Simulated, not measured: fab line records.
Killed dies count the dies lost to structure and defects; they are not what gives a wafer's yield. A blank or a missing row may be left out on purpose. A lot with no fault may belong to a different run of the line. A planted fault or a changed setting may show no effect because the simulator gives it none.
Split-lot study	flow n5-finfet	21 wafers read from 7 lots, route of 1938 steps

== ON THE SPLIT ==
At N5_GATE_CUT_HM_DEP_46 (deposits SiO2 from TEOS/O2, target thk 130 nm, time 26.6 s), the setting time-s was moved away from the recipe's 26.6 s on 7 of the 21 wafers read, by -12.7% to +13.8%. For the rest of the wafers, this setting stayed at what the recipe calls for.

== FROM THE SPLIT TO THE READING: what the file shows between them, 13 steps ==
- N5_GATE_CUT_COAT_07: resist thk 30 nm (also split here: spin-rpm)
- N5_GATE_CUT_EBR_09
- N5_GATE_CUT_SOFTBAKE_08: time 60 s
- N5_GATE_CUT_DESCUM_18: chemistry O2, time 7 s
- N5_GATE_CUT_ETCH_28: etches underlayer in N2/H2, target depth 13 nm, time 10.4 s
- N5_GATE_CUT_ETCH_36: etches SiARC in CF4, target depth 13 nm, time 21.7 s
- N5_GATE_CUT_STRIP_38: strips in N2/H2
- N5_GATE_CUT_STRIP_39: strips in N2/H2
- N5_GATE_CUT_HM_OPEN_40: chemistry C4F6/O2, target SiO2, target depth 139 nm, time 85.1 s
- N5_GATE_CUT_STRIP_41: strips in CF4
- N5_GATE_CUT_STRIP_42: strips in O2
- N5_GATE_CUT_ALD_22: deposits SiNx, target thk 16 nm, pulse time 1 s, ald cycles 320
- N5_GATE_CUT_CMP_23: polishes, stops on SiO2, t overpolish 23.4 s, target thk 16 nm

== THE READING ==
GC_FILL_THK, in nm, at N5_GATE_CUT_THK_MEAS_24. A value of 220.8 nm with a standard deviation of 1.8 nm is what fault-free wafers of this fab line usually give.

wafer	tool, chamber at the split	time-s as run, s	against the recipe	GC_FILL_THK, nm	against lot-mates on the recipe
L075.1	pecvd-02, 0	28.33	+6.5%	227.3	+3.6
L075.4	pecvd-02, 2	28.33	+6.5%	230.8	+7.1
L075.5	pecvd-02, 0	26.6	recipe	223.7	-
L078.1	pecvd-02, 2	26.6	recipe	220.9	-
L078.2	pecvd-02, 1	26.6	recipe	219.9	-
L078.4	pecvd-02, 1	26.6	recipe	219.7	-
L084.2	pecvd-03, 1	26.6	recipe	220.9	-
L084.3	pecvd-03, 0	26.6	recipe	220.1	-
L084.5	pecvd-03, 0	26.6	recipe	223.3	-
L085.2	pecvd-03, 1	29.01	+9.1%	229.9	+7.7
L085.4	pecvd-03, 0	26.6	recipe	220.9	-
L085.6	pecvd-03, 1	26.6	recipe	223.5	-
L089.1	pecvd-03, 1	26.6	recipe	217.5	-
L089.4	pecvd-03, 2	26.6	recipe	219.2	-
L089.5	pecvd-03, 1	26.6	recipe	221.9	-
L096.1	pecvd-01, 0	30.28	+13.8%	235.0	+16.6
L096.2	pecvd-01, 1	26.6	recipe	217.7	-
L096.3	pecvd-01, 1	26.6	recipe	219.1	-
L097.2	pecvd-03, 2	23.23	-12.7%	201.8	no lot-mate on the recipe
L097.4	pecvd-03, 1	23.23	-12.7%	206.0	no lot-mate on the recipe
L097.6	pecvd-03, 2	23.23	-12.7%	203.8	no lot-mate on the recipe

THE FIT
A straight line over all 21 wafers: GC_FILL_THK changes by +1.23 nm for each +1% of time-s; r = +0.97; the points scatter about the line by 2 nm.
The same after taking each lot's own level away (the mean of its wafers on the recipe; 18 wafers): +1.04 nm for each +1%; r = +0.94; scatter 1.5 nm.
The reading moves by 14 nm for the largest change in time-s, on that fit.
Measured against the standard deviation above, the lots' own levels, which go from 218.40 to 223.70 nm, span 2.9 times it.
In other words, the slope is changed by the lot-to-lot level; the two fits disagree.
Check: +11.6 nm against its lot-mates is what the line predicts for one of the wafers moved furthest among these (+13.8%) when that wafer is left out of the fit. Against them it came out at +16.6 nm.

== OTHER SPLITS ON THESE WAFERS ==
Other splits were also applied to these wafers ahead of the reading. Each is held against what the fit with the lots' levels taken away leaves over:
other split on the same wafers	wafers away from the commonest value	r with GC_FILL_THK (lot level and that fit taken away)
N5_SDB_EXPOSE_08 dose-mj	6	+0.13
N5_HKMG_FIN_COAT_30 spin-rpm	10	+0.03
N5_HKMG_FIN_DEVELOP_11 develop-time-s	10	+0.00
N5_GATE_CUT_COAT_07 spin-rpm	8	+0.05

== THE WHOLE CHAIN: every reading that the file lists as answering this split, in the file's order ==
step	what it does	reading	change (the file's fit)	r (the file's)
N5_GATE_CUT_HM_DEP_46	deposits SiO2 from TEOS/O2, target thk 130 nm, time 26.6 s	SiO2_of_GATE_CUT_HM_DEP_46.thk-nm (the simulator's own value, which no gauge read)	+1.08 nm for each +1% of the setting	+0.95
N5_GATE_CUT_HM_OPEN_40	chemistry C4F6/O2, target SiO2, target depth 139 nm, time 85.1 s	etch-rf-on-time-s	withheld for each +1% of the setting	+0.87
N5_GATE_CUT_HM_OPEN_40	chemistry C4F6/O2, target SiO2, target depth 139 nm, time 85.1 s	etch.depth-nm (the simulator's own value, which no gauge read)	+1.08 nm for each +1% of the setting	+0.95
N5_GATE_CUT_HM_OPEN_40	chemistry C4F6/O2, target SiO2, target depth 139 nm, time 85.1 s	SOC_of_GATE_CUT_COAT_34.thk-nm (the simulator's own value, which no gauge read)	-0.232 nm for each +1% of the setting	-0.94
N5_GATE_CUT_THK_MEAS_24		GC_FILL_THK	+1.06 for each +1% of the setting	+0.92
N5_GATE_CUT_CMP_43	polishes SiO2	SiO2_of_GATE_CUT_HM_DEP_46.thk-nm (the simulator's own value, which no gauge read)	+0.0506 nm for each +1% of the setting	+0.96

== FILE'S OWN FIT ==
GC_FILL_THK changes by +1.06 nm for each +1% of time-s, r = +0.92.
